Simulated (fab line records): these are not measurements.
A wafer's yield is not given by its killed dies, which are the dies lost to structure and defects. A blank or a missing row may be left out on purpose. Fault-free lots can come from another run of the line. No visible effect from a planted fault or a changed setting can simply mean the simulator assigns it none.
Which tool was responsible? ; flow n5_finfet ; Sampling: 10 lots, 27 wafers, 5 of 1938 route steps

## WHAT THE GAUGES SHOWED, per wafer
N5_BEOL_M4_RC_MEAS_101.
lot;measured;on;DIBL_N (mV/V)
L801;day 7 23:13;prober-01;36.3 38.7 36.4
L802;day 8 05:29;prober-01;33.7 35.4 35.9
L803;day 8 07:13;prober-02;36.6 39.1 39.0
L804;day 8 10:10;prober-02;35.5 34.1 36.4
L809;day 10 17:28;prober-01;38.1 38.6
L812;day 11 04:16;prober-02;35.3 37.8
L814;day 11 04:55;prober-01;37.7 35.3
L816;day 11 13:39;prober-02;34.7 32.8 34.0
L817;day 12 13:05;prober-02;36.2 35.4 36.9
L823;day 13 17:47;prober-01;34.9 35.1 34.1

## WHICH TOOL RAN EACH LOT (tool, then ch and the chambers of the sampled wafers, then the start)
lot;N5_BEOL_M2_ANNEAL_95;N5_BEOL_M2_PRE_CLEAN_60;N5_BEOL_M3_ETCH_74;N5_BEOL_M3_ETCH_63
L801;pvd_sputter-01, day 6 23:58;cvd_co-02 ch 0,2, day 7 00:56;rie_diel-06 ch 0,2, day 7 02:05;rie_diel-06 ch 0,2, day 7 02:06
L802;pvd_sputter-02, day 7 06:53;cvd_co-01 ch 0,2, day 7 08:20;rie_diel-05 ch 0,1,3, day 7 09:53;rie_diel-05 ch 0,1,3, day 7 09:54
L803;pvd_sputter-03, day 7 10:07;cvd_co-01 ch 0,2, day 7 11:05;rie_diel-05 ch 0,1,2, day 7 12:10;rie_diel-05 ch 0,1,2, day 7 12:11
L804;pvd_sputter-02, day 7 13:35;cvd_co-02 ch 0,1,2, day 7 14:49;rie_diel-05 ch 2,3, day 7 18:17;rie_diel-05 ch 2,3, day 7 18:19
L809;pvd_sputter-01, day 9 20:01;cvd_co-02 ch 0,2, day 9 21:05;rie_diel-05 ch 0,3, day 9 22:33;rie_diel-05 ch 0,3, day 9 22:34
L812;pvd_sputter-03, day 10 01:54;cvd_co-01 ch 1,2, day 10 02:52;rie_diel-05 ch 0,1, day 10 04:01;rie_diel-05 ch 0,1, day 10 04:01
L814;pvd_sputter-02, day 10 06:49;cvd_co-01 ch 1,2, day 10 07:48;rie_diel-05 ch 0,2, day 10 09:21;rie_diel-05 ch 0,2, day 10 09:22
L816;pvd_sputter-02, day 10 18:22;cvd_co-02 ch 1, day 10 19:20;rie_diel-06 ch 0,1, day 10 21:10;rie_diel-06 ch 0,1, day 10 21:11
L817;pvd_sputter-01, day 10 22:23;cvd_co-02 ch 0,1,2, day 10 23:29;rie_diel-06 ch 0,1,3, day 11 03:55;rie_diel-06 ch 0,1,3, day 11 03:56
L823;pvd_sputter-02, day 12 17:22;cvd_co-01 ch 0,1,2, day 12 18:35;rie_diel-06 ch 0,2,3, day 12 20:04;rie_diel-06 ch 0,2,3, day 12 20:04
- N5_BEOL_M2_ANNEAL_95: time 240 s.
- N5_BEOL_M2_PRE_CLEAN_60: time 15 s.
- N5_BEOL_M3_ETCH_74: etches underlayer in N2/H2, target depth 6.5 nm, time 5.2 s.
- N5_BEOL_M3_ETCH_63: etches SiARC in CF4, target depth 15.6 nm, time 26 s.

## THE ANSWER, worked out from the rows above alone
Rule: what is usual is taken from the lots themselves. Put in order of their means at a reading, lots are off if they are a third of the lots or fewer, leave a main group of 4 or more, and stand apart from it by a gap of 3 or more times the standard deviation of the main group's means; of several such gaps the widest counts. If all means in a main group match to the digits the tables above print for the reading, that group is not used. Also off: a lot with no number at a reading for which 4 or more lots have one. The other lots that the step has rows for count as sound.
No lot is off on any of the readings shown, so nothing can be concluded from this.

## WHAT THE SIMULATOR PUT IN
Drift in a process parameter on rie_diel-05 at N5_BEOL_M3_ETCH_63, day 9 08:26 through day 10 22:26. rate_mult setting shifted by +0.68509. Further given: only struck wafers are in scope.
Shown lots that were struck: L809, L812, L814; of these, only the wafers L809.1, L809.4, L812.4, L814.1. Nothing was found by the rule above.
